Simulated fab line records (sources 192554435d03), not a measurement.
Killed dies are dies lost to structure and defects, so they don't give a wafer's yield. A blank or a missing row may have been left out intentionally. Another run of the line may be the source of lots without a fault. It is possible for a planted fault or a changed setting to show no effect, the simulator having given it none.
Chamber matching ; flow n5-finfet ; N5_FIN_SAQP_SPACER2_ALD_28 on ald-sin-04 has 4 sister chambers
The step deposits SiO2, target thk 8.1 nm, pulse time 1 s, purge time 2 s. 14 wafers are shown with their chamber, then 7 later ones without.

== EACH WAFER AND ITS CHAMBER ==
wafer;chamber;heater-power-w (W);precursor-pulse-height-rel
L074.1;2;466;1.030
L074.3;3;457;1.018
L074.5;0;496;0.986
L080.1;3;456;1.008
L080.2;0;498;1.014
L080.6;3;456;1.009
L082.2;1;475;0.988
L082.4;0;516;1.000
L082.6;3;466;1.024
L087.2;2;469;0.986
L087.4;0;502;1.029
L087.6;0;504;0.998
L092.2;3;449;0.979
L092.5;0;498;1.000

SIGNATURES, as means of the wafers listed above
reading;chamber 0;chamber 1;chamber 2;chamber 3;scatter within a chamber
heater-power-w;502.33;475.00;467.50;456.80;6.47
precursor-pulse-height-rel;1.00450;0.98800;1.00800;1.00760;0.0181
Rule: a wafer's distance from a chamber is the root of the sum, over the readings, of the square of ((its reading less the chamber's mean) divided by the reading's scatter). If the next closest chamber is less than 2 further off than the closest, the wafer can't be placed; otherwise it belongs to the closest. How the scatter is found: for the shown wafers, subtract from each reading the mean of its chamber, square and add these, divide the total by (wafers less chambers), then take the root.

== WAFERS WITHOUT THEIR CHAMBER ==
wafer;heater-power-w (W);precursor-pulse-height-rel
L092.6;449;0.987
L094.4;481;1.022
L094.5;456;0.951
L094.6;473;0.996
L097.1;481;0.993
L097.4;510;0.982
L097.5;467;0.999

== THE CHAMBER EACH PASSED THROUGH ==
wafer;from the rows above;in truth
L092.6;can't be placed: 3 or 2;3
L094.4;can't be placed: 1 or 2 or 0 or 3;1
L094.5;can't be placed: 3 or 1 or 2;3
L094.6;can't be placed: 1 or 2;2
L097.1;can't be placed: 1 or 2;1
L097.4;0;0
L097.5;can't be placed: 2 or 1 or 3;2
Correctly placed: 1 of 7. Can't be placed from these rows: 6 (the true chamber is among the candidates in 6). 0 placed wrongly.
